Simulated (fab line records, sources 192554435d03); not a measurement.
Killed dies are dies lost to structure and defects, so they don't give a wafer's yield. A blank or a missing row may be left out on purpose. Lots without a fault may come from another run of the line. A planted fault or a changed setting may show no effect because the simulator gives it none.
Chamber matching | flow n5_finfet | N5_BEOL_M0_SAQP_DESCUM_45 on rie_diel-04: 4 sister chambers
The step chemistry O2, time 7 s. 4 wafers are shown with their chamber, then 11 later ones without.

WAFERS WITH THEIR CHAMBER
wafer  | chamber | drypump_motor_current_A (A)
L082.1 | 0       | 5.3
L088.2 | 1       | 6.3
L090.4 | 3       | 5.9
L091.2 | 2       | 4.9

WAFERS WITHOUT THEIR CHAMBER
wafer  | drypump_motor_current_A (A)
L091.3 | 5.3
L091.5 | 6.3
L092.1 | 5.3
L092.4 | 4.9
L092.6 | 4.9
L094.3 | 6.3
L094.4 | 5.3
L094.6 | 5.3
L097.3 | 6.2
L097.4 | 5.3
L097.6 | 6.2

WHICH CHAMBER EACH WENT THROUGH
wafer  | from the rows above | in truth
L091.3 | 0                   | 0
L091.5 | 1                   | 1
L092.1 | 0                   | 0
L092.4 | 2                   | 2
L092.6 | 2                   | 2
L094.3 | 1                   | 1
L094.4 | 0                   | 0
L094.6 | 0                   | 0
L097.3 | 1                   | 1
L097.4 | 0                   | 0
L097.6 | 1                   | 1
Placed correctly: 11 of 11. Can't be placed from these rows: 0. Placed wrongly: 0.
How it was worked out, from the rows above alone: a wafer's distance from a chamber is the root of the sum, over the readings, of the square of ((its reading less the chamber's mean) divided by the reading's scatter). The wafer belongs to the nearest chamber; if the next one is less than 2 further off, it can't be placed. A chamber's mean is the mean of its shown wafers. The scatter: with one shown wafer a chamber, the root of the mean of the squares of how far each hidden wafer lies from its nearest shown one.
